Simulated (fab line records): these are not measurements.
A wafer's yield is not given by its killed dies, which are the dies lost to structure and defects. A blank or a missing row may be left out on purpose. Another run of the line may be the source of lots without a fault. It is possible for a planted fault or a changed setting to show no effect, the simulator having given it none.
Chamber matching + flow n5-finfet + ald-hk-02 running N5_MIM_TOP_ALD_00: 4 sister chambers
The step deposits Al2O3, purge time 3 s, co reactant pulse time 3 s. 8 wafers are shown with their chamber, then 9 later ones without.

== WAFERS PAIRED WITH THEIR CHAMBERS ==
| wafer  | chamber | precursor-pulse-height-rel |
|--------|---------|----------------------------|
| L080.1 | 1       | 0.997                      |
| L080.6 | 0       | 0.997                      |
| L083.1 | 3       | 1.000                      |
| L083.3 | 2       | 0.981                      |
| L083.5 | 3       | 1.010                      |
| L088.1 | 0       | 0.996                      |
| L088.2 | 1       | 0.992                      |
| L088.4 | 2       | 0.978                      |

== WAFERS MISSING THEIR CHAMBER ==
| wafer  | precursor-pulse-height-rel |
|--------|----------------------------|
| L092.1 | 1.010                      |
| L092.2 | 1.004                      |
| L092.3 | 1.010                      |
| L090.1 | 0.966                      |
| L090.4 | 1.000                      |
| L090.6 | 1.010                      |
| L097.3 | 1.015                      |
| L097.4 | 0.981                      |
| L097.5 | 1.004                      |

== EACH ONE'S CHAMBER ==
| wafer  | from the rows above          | in truth                   |
|--------|------------------------------|----------------------------|
| L092.1 | 3                            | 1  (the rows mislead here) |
| L092.2 | can't be placed: 3 or 0      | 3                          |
| L092.3 | 3                            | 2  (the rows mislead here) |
| L090.1 | 2                            | 2                          |
| L090.4 | can't be placed: 0 or 3 or 1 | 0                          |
| L090.6 | 3                            | 3                          |
| L097.3 | 3                            | 3                          |
| L097.4 | 2                            | 2                          |
| L097.5 | can't be placed: 3 or 0      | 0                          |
Correctly placed: 4 of 9. Can't be placed from these rows: 3 (the true chamber is among the candidates in 3). Number placed wrongly: 2.
How it was worked out, from the rows above alone: a wafer's distance from a chamber is the root of the sum, over the readings, of the square of ((its reading less the chamber's mean) divided by the reading's scatter). If the next closest chamber is less than 2 further off than the closest, the wafer can't be placed; otherwise it belongs to the closest. The mean given for a chamber averages the wafers shown for that chamber. The scatter: the root of (the sum of the squares of (reading less its chamber's mean) over the shown wafers, divided by (wafers less chambers)).
